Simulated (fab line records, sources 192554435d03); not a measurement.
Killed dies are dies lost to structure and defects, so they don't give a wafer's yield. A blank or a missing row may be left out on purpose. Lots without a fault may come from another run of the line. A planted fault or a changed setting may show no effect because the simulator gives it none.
fab line records | flow n5_finfet
record lots=7 wafers=39
route steps=1938 shown FIN_SAQP@100 HKMG_FIN@421 GATE_CUT@466 MOL_CONTACT_COAG@616 BEOL_M2@841 BEOL_M5@1116
start_h: hours from the record's first day to the start of the lot's first wafer shown | wait_h: hours since the lot's step before | " the same as in the row above | L1.1+2: a row that stands for several wafers | - no value, or no start given | * or withheld: withheld | < > ~ a bound
route shown NAME@n: a module of which the file shows steps, and the number in the route of the first | usual: mean/standard deviation of fault-free wafers | same: alike in all rows | chamber/n: place in a boat | sites: the reading at each site | _std_site: their standard deviation | _edge_site: outer sites' mean less inner sites' | radius_mm: how far each site lies from the wafer's centre | mask NAME#n: copy n | behind: the tool/chamber that last shaped the wafer | hold: why the lot was held/for how many hours/how that ended | device: the transistor (n, p or np) that didn't switch | end of line: the same wafers' tests at the end of the route | a step without rows: its recipe alone | killed: dies lost to structure and defects at the first sort, not the wafer's yield | map: a wafer's dies, x killed, . not, _ none there
set.NAME: the setting as run; set.NAME@STEP: as run at that earlier step | model.NAME: the simulator's own value behind a step, which no gauge read
lots whose settings were changed on purpose; a table a step, a row a wafer
## steps
# step N5_FIN_SAQP_PECVD_06
# recipe material=a-Si target_thk_a=600 temp_c=400 precursor=SiH4/He pressure_torr=3 rf_w=100 time_s=48.1
# columns lot.wafer tool chamber start_h wait_h set.time_s model.a-Si_of_FIN_SAQP_PECVD_06.thk_nm
L078.1 pecvd-03 0 46.07 0.0 38 48.05
L078.2 " 1 " " 48.1 60.27
L078.3 " 2 " " 38 47.27
L078.4 " 1 " " 48.1 61.18
L078.5 " 0 " " 48.1 60.45
L078.6 " 2 " " 38 47.76
L079.1 pecvd-03 0 51.78 0.0 73.48 92.43
L079.2 " 2 " " 73.48 92.11
L079.3 " 1 " " 48.1 60.06
L079.4 " 2 " " 48.1 60.86
L079.5 " 1 " " 48.1 60.82
L079.6 " 0 " " 73.48 92.75
L083.1 pecvd-02 2 75.72 0.0 48.1 59.91
L083.2 " 1 " " 48.1 58.59
L083.3 " 0 " " 48.1 58.89
L083.4 " 2 " " 48.1 60.24
L083.5 " 0 " " 48.1 60.13
L083.6 " 1 " " 48.1 59.53
L085.1 pecvd-02 1 87.33 0.0 29.34 35.11
L085.2 " 2 " " 48.1 59.01
L085.3 " 0 " " 29.34 35.74
L085.4 " 0 " " 48.1 60.22
L085.5 " 1 " " 48.1 60.04
L085.6 " 2 " " 29.34 36.11
L088.1 pecvd-03 0 106.05 0.0 48.1 59.01
L088.2 " 2 " " 48.1 58.77
L088.3 " 0 " " 48.1 59.25
L088.4 " 2 " " 48.1 59.75
L088.5 " 2 " " 48.1 60.14
L088.6 " 0 " " 48.1 60.03
L092.1 pecvd-02 0 130.42 0.0 48.1 59.58
L092.2 " 2 " " 48.1 58.65
L092.3 " 2 " " 48.1 60.41
L092.4 " 0 " " 48.1 60.87
L092.5 " 0 " " 48.1 60.33
L092.6 " 2 " " 48.1 60.94
L096.2 pecvd-04 2 155.99 0.0 48.1 60.04
L096.4 " 2 " " 48.1 60.65
L096.6 " 0 " " 48.1 61.07
# step N5_FIN_SAQP_THK_MEAS_07
# usual thk_nm=60.0/0.66
# columns lot.wafer tool chamber start_h wait_h set.time_s@FIN_SAQP_PECVD_06 thk_nm
L078.1 film_metro-01 - 46.16 0.1 38 48.1
L078.2 " - " " 48.1 60.3
L078.3 " - " " 38 47.2
L078.4 " - " " 48.1 61.2
L078.5 " - " " 48.1 60.5
L078.6 " - " " 38 47.7
L079.1 film_metro-01 - 51.87 0.1 73.48 92.4
L079.2 " - " " 73.48 92.1
L079.3 " - " " 48.1 60.0
L079.4 " - " " 48.1 60.8
L079.5 " - " " 48.1 60.9
L079.6 " - " " 73.48 92.7
L083.1 film_metro-01 - 75.81 0.1 48.1 60.0
L083.2 " - " " 48.1 58.6
L083.3 " - " " 48.1 58.8
L083.4 " - " " 48.1 60.2
L083.5 " - " " 48.1 60.1
L083.6 " - " " 48.1 59.5
L085.1 film_metro-01 - 87.42 0.1 29.34 35.2
L085.2 " - " " 48.1 59.0
L085.3 " - " " 29.34 35.7
L085.4 " - " " 48.1 60.2
L085.5 " - " " 48.1 60.0
L085.6 " - " " 29.34 36.0
L088.1 film_metro-02 - 106.17 0.1 48.1 59.0
L088.2 " - " " 48.1 58.8
L088.3 " - " " 48.1 59.2
L088.4 " - " " 48.1 59.8
L088.5 " - " " 48.1 60.1
L088.6 " - " " 48.1 60.1
L092.1 film_metro-02 - 130.54 0.1 48.1 59.6
L092.2 " - " " 48.1 58.7
L092.3 " - " " 48.1 60.4
L092.4 " - " " 48.1 60.8
L092.5 " - " " 48.1 60.4
L092.6 " - " " 48.1 61.0
L096.2 film_metro-01 - 156.08 0.1 48.1 60.0
L096.4 " - " " 48.1 60.6
L096.6 " - " " 48.1 61.0
# step N5_FIN_SAQP_HM_DEP_72
# recipe material=SiO2 target_thk_a=120 temp_c=400 precursor=SiH4/N2O pressure_torr=0.75 rf_w=275 time_s=7.2
# step N5_FIN_SAQP_COAT_49
# recipe resist=SOC temp_c=250 time_s=60 spin_rpm=1500 resist_thk_nm=100
# step N5_FIN_SAQP_HM_OPEN_73
# recipe chemistry=CHF3/O2 target=SiO2 stop_on=a-Si target_depth_a=120 over_etch_frac=1.8 mask_material=SOC time_s=16.8 pressure_mtorr=30 source_w=650 bias_w=170 Ar_flow_sccm=200 CHF3_flow_sccm=50 O2_flow_sccm=5 ion_energy_ev=200 ends=end_point
# step N5_FIN_SAQP_STRIP_74
# recipe chemistry=CHF3/O2 resist=SiARC rf_frequency_hz=6e+07
# step N5_FIN_SAQP_MANDREL_ETCH_22
# recipe target_depth_a=600 chemistry=HBr/Cl2 target=a-Si stop_on=SiNx bt_time_s=10 over_etch_frac=0.5 time_s=30 pressure_mtorr=10 icp_w=800 bias_w=75 HBr_flow_sccm=150 Cl2_flow_sccm=80 ends=end_point
# usual oes_product_au=0.775/0.015
# columns lot.wafer tool chamber start_h wait_h set.time_s@FIN_SAQP_PECVD_06 oes_product_au model.etch.depth_nm
L078.1 rie_si-03 3 47.04 0.0 38 0.680 47.99
L078.2 " 1 " " 48.1 0.773 60.22
L078.3 " 2 " " 38 0.668 47.27
L078.4 " 0 " " 48.1 0.747 61.18
L078.5 " 2 " " 48.1 0.775 60.45
L078.6 " 1 " " 38 0.670 47.7
L079.1 rie_si-05 0 52.70 0.0 73.48 0.999 88.98
L079.2 " 3 " " 73.48 0.959 88.89
L079.3 " 1 " " 48.1 0.771 60.05
L079.4 " 2 " " 48.1 0.788 60.72
L079.5 " 0 " " 48.1 0.777 60.81
L079.6 " 1 " " 73.48 1.000 90.46
L083.1 rie_si-04 3 76.89 0.0 48.1 0.790 59.91
L083.2 " 1 " " 48.1 0.760 58.46
L083.3 " 0 " " 48.1 0.749 58.8
L083.4 " 2 " " 48.1 0.788 60.24
L083.5 " 1 " " 48.1 0.775 60.03
L083.6 " 2 " " 48.1 0.790 59.4
L085.1 rie_si-04 1 88.42 0.0 29.34 0.579 35.06
L085.2 " 3 " " 48.1 0.771 58.96
L085.3 " 0 " " 29.34 0.574 35.74
L085.4 " 2 " " 48.1 0.792 60.22
L085.5 " 1 " " 48.1 0.779 60.04
L085.6 " 0 " " 29.34 0.583 36.06
L088.1 rie_si-04 3 106.91 0.0 48.1 0.786 59.01
L088.2 " 2 " " 48.1 0.778 58.61
L088.3 " 0 " " 48.1 0.760 59.25
L088.4 " 1 " " 48.1 0.784 59.72
L088.5 " 2 " " 48.1 0.790 60.14
L088.6 " 1 " " 48.1 0.780 59.86
L092.1 rie_si-04 3 131.41 0.0 48.1 0.782 59.58
L092.2 " 1 " " 48.1 0.765 58.49
L092.3 " 2 " " 48.1 0.798 60.41
L092.4 " 0 " " 48.1 0.773 60.7
L092.5 " 2 " " 48.1 0.797 60.33
L092.6 " 1 " " 48.1 0.790 60.94
L096.2 rie_si-04 3 156.94 0.0 48.1 0.786 59.88
L096.4 " 2 " " 48.1 0.792 60.62
L096.6 " 3 " " 48.1 0.793 60.91
# step N5_HKMG_FIN_PWFM_ALD_03
# recipe material=TiN target_thk_a=20 temp_c=400 ald_precursor_family=TiCl4 ald_co_reactant=NH3 pulse_time_s=1 purge_time_s=3 co_reactant_purge_time_s=2 co_reactant_pulse_time_s=2 ald_cycles=91 pressure_torr=3
# columns lot.wafer tool chamber start_h wait_h set.ald_cycles model.TiN_of_HKMG_FIN_PWFM_ALD_03.thk_nm
L078.1+3+4 ald_metal-04 0,3,1 99.90 0.0 91 2
L078.2+5+6 " 2,0,1 " " 70 1.6
L079.1+2+3 ald_metal-03 1,2,3 105.76 0.0 42 1
L079.4+5+6 " 0,1,2 " " 91 2
L083.1+2+3+4+5+6 ald_metal-03 2,0,3,1,0,1 130.16 0.0 91 2
L085.1+2+3 ald_metal-03 2,3,1 143.02 0.0 44 1
L085.4+5+6 " 0,1,2 " " 91 2
L088.1+2+6 ald_metal-01 2,3,1 156.61 0.0 91 2
L088.3+4+5 " 1,0,2 " " 124 2.8
L092.1+2+5 ald_metal-03 0,1,0 184.30 0.0 91 2
L092.3+4+6 " 3,2,3 " " 70 1.6
L096.2+4+6 ald_metal-03 3,2,1 208.36 0.0 91 2
# step N5_GATE_CUT_ETCH_56
# recipe chemistry=Cl2/Ar target=TiN target_depth_a=216 pressure_mtorr=10 icp_w=600 bias_w=60 Cl2_flow_sccm=40 Ar_flow_sccm=60
# columns lot.wafer tool chamber start_h wait_h set.target_depth_a model.etch.depth_nm
L078.1 rie_metal-01 1 105.24 0.1 252.4 25.32
L078.2 " 0 " " 216 21.89
L078.3 " 1 " " 252.4 25.28
L078.4 " 0 " " 216 22.01
L078.5 " 1 " " 252.4 25.35
L078.6 " 0 " " 216 21.76
L079.1 rie_metal-02 1 111.22 0.1 216 21.73
L079.2 " 0 " " 130 13.43
L079.3 " 0 " " 130 13.33
L079.4 " 1 " " 216 21.78
L079.5 " 1 " " 216 21.68
L079.6 " 0 " " 130 13.39
L083.1 rie_metal-02 1 135.61 0.1 216 21.44
L083.2 " 0 " " 216 21.97
L083.3 " 1 " " 216 21.38
L083.4 " 0 " " 216 22.09
L083.5 " 1 " " 216 21.36
L083.6 " 0 " " 216 21.74
L085.1 rie_metal-01 1 149.61 0.1 216 21.78
L085.2 " 0 " " 216 22.01
L085.3 " 0 " " 216 21.7
L085.4 " 1 " " 216 21.93
L085.5 " 0 " " 216 21.86
L085.6 " 1 " " 216 21.82
L088.1 rie_metal-03 1 162.77 0.1 172.9 18.2
L088.2 " 0 " " 172.9 17.69
L088.3 " 1 " " 216 22.45
L088.4 " 0 " " 172.9 17.58
L088.5 " 1 " " 216 22.58
L088.6 " 0 " " 216 22.13
L092.1 rie_metal-01 0 189.88 0.1 216 21.73
L092.2 " 1 " " 338.3 33.58
L092.3 " 0 " " 338.3 34
L092.4 " 1 " " 338.3 33.72
L092.5 " 0 " " 216 21.65
L092.6 " 1 " " 216 21.62
L096.2 rie_metal-02 0 213.81 0.1 216 21.95
L096.4 " 0 " " 216 22.03
L096.6 " 1 " " 216 21.47
# step N5_MOL_CONTACT_COAG_ETCH_124
# recipe chemistry=CH3F/O2 target=SiNx target_depth_a=65 mask_material=SOC stop_on=SiOC over_etch_frac=0.3 ion_energy_ev=120 pressure_mtorr=30 source_w=395 bias_w=73 Ar_flow_sccm=150 CH3F_flow_sccm=30 O2_flow_sccm=20 ends=end_point
# columns lot.wafer tool chamber start_h wait_h set.target_depth_a model.SOC_of_MOL_CONTACT_COAG_COAT_62.thk_nm
L078.1 rie_diel-01 3 123.38 0.0 65 48
L078.2 " 0 " " 65 48.2
L078.3 " 2 " " 51.38 49
L078.4 " 1 " " 51.38 49.2
L078.5 " 2 " " 65 48.4
L078.6 " 3 " " 51.38 48.6
L079.1 rie_diel-01 2 130.43 0.0 89.4 47.4
L079.2 " 1 " " 89.4 47.6
L079.3 " 0 " " 65 48.2
L079.4 " 0 " " 89.4 47.2
L079.5 " 2 " " 65 48.4
L079.6 " 1 " " 65 49
L083.1+4 rie_diel-03 3 158.96 0.0 54.89 48.8
L083.2+5 " 1 " " 65 48
L083.3 " 0 " " 54.89 49
L083.6 " 0 " " 65 48.4
L085.1 rie_diel-06 3 171.62 0.0 65 49
L085.2 " 2 " " 103.5 46.4
L085.3 " 0 " " 103.5 46.6
L085.4 " 1 " " 65 48.4
L085.5 " 2 " " 103.5 46.2
L085.6 " 3 " " 65 48.8
L088.1+5 rie_diel-03 1 184.37 0.0 46.05 48.8
L088.2 " 0 " " 46.05 49.2
L088.3+6 " 3 " " 65 48.4
L088.4 " 0 " " 65 48.6
L092.1+5 rie_diel-03 3 208.83 0.0 54.93 48.8
L092.2+4 " 0 " " 65 48.2
L092.3 " 1 " " 54.93 48.4
L092.6 " 1 " " 65 48
L096.2 rie_diel-01 1 235.69 0.0 65 48.8
L096.4+6 " 0 " " 65 48.4
# step N5_MOL_CONTACT_COAG_ETCH_48
# recipe chemistry=C4F6/O2 target_depth_a=150 overetch_a=45 mask_material=SOC target=SiOC bias_w=465 pressure_mtorr=10 time_s=17 source_w=335 Ar_flow_sccm=300 C4F6_flow_sccm=10 O2_flow_sccm=10 ion_energy_ev=576
# columns lot.wafer tool chamber start_h wait_h set.target_depth_a@MOL_CONTACT_COAG_ETCH_124 model.SOC_of_MOL_CONTACT_COAG_COAT_62.thk_nm
L078.1 rie_diel-01 3 123.42 0.0 65 45.4
L078.2 " 0 " " 65 45.6
L078.3 " 2 " " 51.38 46.4
L078.4 " 1 " " 51.38 46.8
L078.5 " 2 " " 65 45.8
L078.6 " 3 " " 51.38 46
L079.1 rie_diel-01 2 130.47 0.0 89.4 44.8
L079.2 " 1 " " 89.4 45
L079.3 " 0 " " 65 45.6
L079.4 " 0 " " 89.4 44.6
L079.5 " 2 " " 65 45.8
L079.6 " 1 " " 65 46.4
L083.1+3+4 rie_diel-03 3,0,3 159.00 0.0 54.89 46.2
L083.2+5 " 1 " " 65 45.2
L083.6 " 0 " " 65 45.8
L085.1+6 rie_diel-06 3 171.66 0.0 65 46.4
L085.2+5 " 2 " " 103.5 43.6
L085.3 " 0 " " 103.5 44
L085.4 " 1 " " 65 45.8
L088.1+5 rie_diel-03 1 184.41 0.0 46.05 46
L088.2 " 0 " " 46.05 46.6
L088.3+4+6 " 3,0,3 " " 65 45.8
L092.1+5 rie_diel-03 3 208.87 0.0 54.93 46.2
L092.2+4 " 0 " " 65 45.6
L092.3 " 1 " " 54.93 45.8
L092.6 " 1 " " 65 45.2
L096.2 rie_diel-01 1 235.73 0.0 65 46.2
L096.4+6 " 0 " " 65 45.8
# step N5_BEOL_M2_ILD_DEP_00
# recipe material=SiOC target_thk_a=790 temp_c=350 precursor=DEMS/O2 pressure_torr=5 rf_w=500 time_s=15.3
# columns lot.wafer tool chamber start_h wait_h set.target_thk_a model.SiOC_of_BEOL_M2_ILD_DEP_00.thk_nm
L079.1+3 pecvd-03 0,1 171.61 0.0 790 78.2
L079.2 " 2 " " 790 78
L079.4 " 2 " " 790 78.6
L079.5 " 1 " " 790 79.6
L079.6 " 0 " " 790 78.8
L078.1 pecvd-04 0 175.95 0.0 1147 113
L078.2 " 1 " " 790 77.6
L078.3 " 2 " " 1147 111.8
L078.4 " 0 " " 790 79
L078.5 " 2 " " 790 78
L078.6 " 1 " " 1147 115.2
L083.1 pecvd-04 1 190.71 0.0 790 78.2
L083.2 " 0 " " 988.7 97.8
L083.3 " 2 " " 790 77
L083.4 " 0 " " 988.7 99.4
L083.5 " 2 " " 988.7 98
L083.6 " 1 " " 790 79.6
L085.1 pecvd-04 2 200.06 0.0 790 77.8
L085.2 " 1 " " 556.9 54.6
L085.3+6 " 0,2 " " 556.9 54.4
L085.4 " 1 " " 790 78.8
L085.5 " 0 " " 790 80.2
L088.1+5 pecvd-03 2,0 235.44 0.0 790 79.6
L088.2 " 1 " " 1061 105.6
L088.3 " 0 " " 1061 106
L088.4 " 1 " " 790 79.4
L088.6 " 2 " " 1061 107.6
L092.1 pecvd-02 2 243.09 0.0 565.5 57.4
L092.2 " 0 " " 565.5 55.4
L092.3 " 1 " " 565.5 57.8
L092.4+5 " 1,2 " " 790 81
L092.6 " 0 " " 790 78.8
L096.2 pecvd-04 1 268.41 0.0 790 77.8
L096.4 " 2 " " 790 77.4
L096.6 " 0 " " 790 79.4
# step N5_BEOL_M2_THK_MEAS_01
# recipe reads=SiOC_of_BEOL_M2_ILD_DEP_00
# usual M2_ILD_THK=78.8/1.1
# columns lot.wafer tool chamber start_h wait_h set.target_thk_a@BEOL_M2_ILD_DEP_00 M2_ILD_THK[nm]
L079.1 film_metro-02 - 171.67 0.0 790 78.2
L079.2 " - " " 790 77.9
L079.3 " - " " 790 78.1
L079.4 " - " " 790 78.6
L079.5 " - " " 790 79.6
L079.6 " - " " 790 78.8
L078.1 film_metro-02 - 176.01 0.0 1147 113.1
L078.2 " - " " 790 77.6
L078.3 " - " " 1147 111.9
L078.4 " - " " 790 79.0
L078.5 " - " " 790 78.0
L078.6 " - " " 1147 115.2
L083.1 film_metro-01 - 190.78 0.0 790 78.3
L083.2 " - " " 988.7 97.8
L083.3 " - " " 790 76.9
L083.4 " - " " 988.7 99.4
L083.5 " - " " 988.7 97.9
L083.6 " - " " 790 79.8
L085.1 film_metro-02 - 200.12 0.0 790 77.8
L085.2 " - " " 556.9 54.5
L085.3 " - " " 556.9 54.3
L085.4 " - " " 790 78.8
L085.5 " - " " 790 80.1
L085.6 " - " " 556.9 54.3
L088.1 film_metro-01 - 235.51 0.0 790 79.6
L088.2 " - " " 1061 105.6
L088.3 " - " " 1061 105.9
L088.4 " - " " 790 79.3
L088.5 " - " " 790 79.6
L088.6 " - " " 1061 107.6
L092.1 film_metro-02 - 243.16 0.0 565.5 57.3
L092.2 " - " " 565.5 55.4
L092.3 " - " " 565.5 57.9
L092.4 " - " " 790 80.9
L092.5 " - " " 790 81.0
L092.6 " - " " 790 78.7
L096.2 film_metro-01 - 268.48 0.1 790 77.8
L096.4 " - " " 790 77.4
L096.6 " - " " 790 79.4
# step N5_BEOL_M5_HM_DEP_02
# recipe material=TiN target_thk_a=200 temp_c=25 chamber_pressure_pa=0.49996
# columns lot.wafer tool chamber start_h wait_h set.target_thk_a model.TiN_of_BEOL_M5_HM_DEP_02.thk_nm
L079.1+3+6 pvd_sputter-01 - 211.13 2.8 200 20
L079.2+5 " - " " 111.2 11
L079.4 " - " " 111.2 11.2
L078.1+3+5+6 pvd_sputter-01 - 247.76 0.0 200 20
L078.2 " - " " 200 19.8
L078.4 " - " " 200 20.2
L083.1+4+6 pvd_sputter-02 - 250.36 0.8 200 20.2
L083.2+5 " - " " 200 20
L083.3 " - " " 200 20.4
L085.1+5 pvd_sputter-02 - 253.19 1.6 308.7 31.2
L085.2+4 " - " " 200 20.4
L085.3 " - " " 200 20
L085.6 " - " " 308.7 31
L088.1 pvd_sputter-02 - 279.23 0.7 200 19.6
L088.2+5 " - " " 93.18 9.2
L088.3 " - " " 93.18 9
L088.4+6 " - " " 200 20
L092.1+2+3 pvd_sputter-03 - 299.55 1.0 200 19.8
L092.4+6 " - " " 200 20
L092.5 " - " " 200 19.6
L096.2+4+6 pvd_sputter-02 - 326.05 2.0 200 20
# step N5_BEOL_M5_COAT_59
# recipe resist=SOC temp_c=250 time_s=60 spin_rpm=1500 resist_thk_nm=60
# step N5_BEOL_M5_COAT_60
# recipe resist=SiARC temp_c=220 time_s=60 spin_rpm=1500 resist_thk_nm=12
# step N5_BEOL_M5_STRIP_73
# recipe chemistry=N2/H2 temp_c=40 n2_flow_sccm=200 h2_flow_sccm=200 rf_frequency_hz=6e+07
# step N5_BEOL_M5_STRIP_64
# recipe chemistry=CF4 resist=SiARC power_w=300 bias_power_w=75 pressure_mtorr=50 cf4_flow_sccm=150 rf_frequency_hz=6e+07
# step N5_BEOL_M5_HM_OPEN_17
# recipe chemistry=Cl2/BCl3 target_depth_a=200 overetch_a=60 target=TiN mask_material=SOC ion_energy_ev=150 pressure_mtorr=10 icp_w=1000 bias_w=126 Cl2_flow_sccm=53.25 bcl3_flow_sccm=21.75 Ar_flow_sccm=25
# usual oes_product_au=0.71/0.061
# columns lot.wafer tool chamber start_h wait_h set.target_thk_a@BEOL_M5_HM_DEP_02 oes_product_au model.etch.depth_nm
L079.1 rie_metal-02 1 211.89 0.0 200 0.77 20.09
L079.2 " 0 " " 111.2 0.56 11.05
L079.3 " 1 " " 200 0.76 20.01
L079.4 " 0 " " 111.2 0.55 11.27
L079.5 " 0 " " 111.2 0.55 11.1
L079.6 " 1 " " 200 0.76 19.97
L078.1 rie_metal-03 0 248.59 0.0 200 0.78 20.07
L078.2 " 1 " " 200 0.76 19.77
L078.3 " 0 " " 200 0.77 19.97
L078.4 " 1 " " 200 0.76 20.16
L078.5 " 1 " " 200 0.75 19.94
L078.6 " 0 " " 200 0.78 20.08
L083.1 rie_metal-01 1 251.12 0.0 200 0.60 20.26
L083.2 " 0 " " 200 0.64 20.02
L083.3 " 0 " " 200 0.64 20.37
L083.4 " 1 " " 200 0.60 20.21
L083.5 " 1 " " 200 0.60 20.07
L083.6 " 0 " " 200 0.64 20.18
L085.1 rie_metal-02 1 253.95 0.0 308.7 0.88 26.03
L085.2 " 0 " " 200 0.73 20.4
L085.3 " 1 " " 200 0.76 20.09
L085.4 " 0 " " 200 0.74 20.44
L085.5 " 0 " " 308.7 0.86 26.64
L085.6 " 1 " " 308.7 0.89 26.11
L088.1 rie_metal-01 1 280.24 0.0 200 0.59 19.57
L088.2 " 0 " " 93.18 0.44 9.218
L088.3 " 1 " " 93.18 0.42 9.078
L088.4 " 0 " " 200 0.64 20.09
L088.5 " 0 " " 93.18 0.44 9.113
L088.6 " 1 " " 200 0.59 19.96
L092.1 rie_metal-02 0 300.81 0.0 200 0.71 19.79
L092.2 " 1 " " 200 0.74 19.83
L092.3 " 1 " " 200 0.73 19.85
L092.4 " 0 " " 200 0.71 20.07
L092.5 " 0 " " 200 0.70 19.68
L092.6 " 1 " " 200 0.74 20.04
L096.2 rie_metal-01 0 327.38 0.0 200 0.63 20.05
L096.4 " 1 " " 200 0.58 20.07
L096.6 " 1 " " 200 0.59 20.06
## key
split step=N5_FIN_SAQP_PECVD_06 setting=time_s stated=48.1 by=wafer
response step=N5_FIN_SAQP_PECVD_06 reading=model.a-Si_of_FIN_SAQP_PECVD_06.thk_nm change=+0.609 per=1% r=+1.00
response step=N5_FIN_SAQP_THK_MEAS_07 reading=thk_nm change=* per=1% r=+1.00
response step=N5_FIN_SAQP_MANDREL_ETCH_22 reading=oes_product_au change=+0.00437 per=1% r=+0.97
response step=N5_FIN_SAQP_MANDREL_ETCH_22 reading=model.etch.depth_nm change=+0.577 per=1% r=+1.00
split step=N5_HKMG_FIN_PWFM_ALD_03 setting=ald_cycles stated=91 by=wafer
response step=N5_HKMG_FIN_PWFM_ALD_03 reading=model.TiN_of_HKMG_FIN_PWFM_ALD_03.thk_nm change=+0.0192 per=1% r=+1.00
split step=N5_GATE_CUT_ETCH_56 setting=target_depth_a stated=216 by=wafer
response step=N5_GATE_CUT_ETCH_56 reading=model.etch.depth_nm change=+0.213 per=1% r=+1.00
split step=N5_MOL_CONTACT_COAG_ETCH_124 setting=target_depth_a stated=65 by=wafer
response step=N5_MOL_CONTACT_COAG_ETCH_124 reading=model.SOC_of_MOL_CONTACT_COAG_COAT_62.thk_nm change=-0.0343 per=1% r=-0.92
response step=N5_MOL_CONTACT_COAG_ETCH_48 reading=model.SOC_of_MOL_CONTACT_COAG_COAT_62.thk_nm change=-0.0357 per=1% r=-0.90
split step=N5_BEOL_M2_ILD_DEP_00 setting=target_thk_a stated=790 by=wafer
response step=N5_BEOL_M2_ILD_DEP_00 reading=model.SiOC_of_BEOL_M2_ILD_DEP_00.thk_nm change=+0.796 per=1% r=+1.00
response step=N5_BEOL_M2_THK_MEAS_01 reading=M2_ILD_THK change=+0.796 per=1% r=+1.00
split step=N5_BEOL_M5_HM_DEP_02 setting=target_thk_a stated=200 by=wafer
response step=N5_BEOL_M5_HM_DEP_02 reading=model.TiN_of_BEOL_M5_HM_DEP_02.thk_nm change=+0.201 per=1% r=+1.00
response step=N5_BEOL_M5_HM_OPEN_17 reading=oes_product_au change=+0.0033 per=1% r=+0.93
response step=N5_BEOL_M5_HM_OPEN_17 reading=model.etch.depth_nm change=+0.166 per=1% r=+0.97
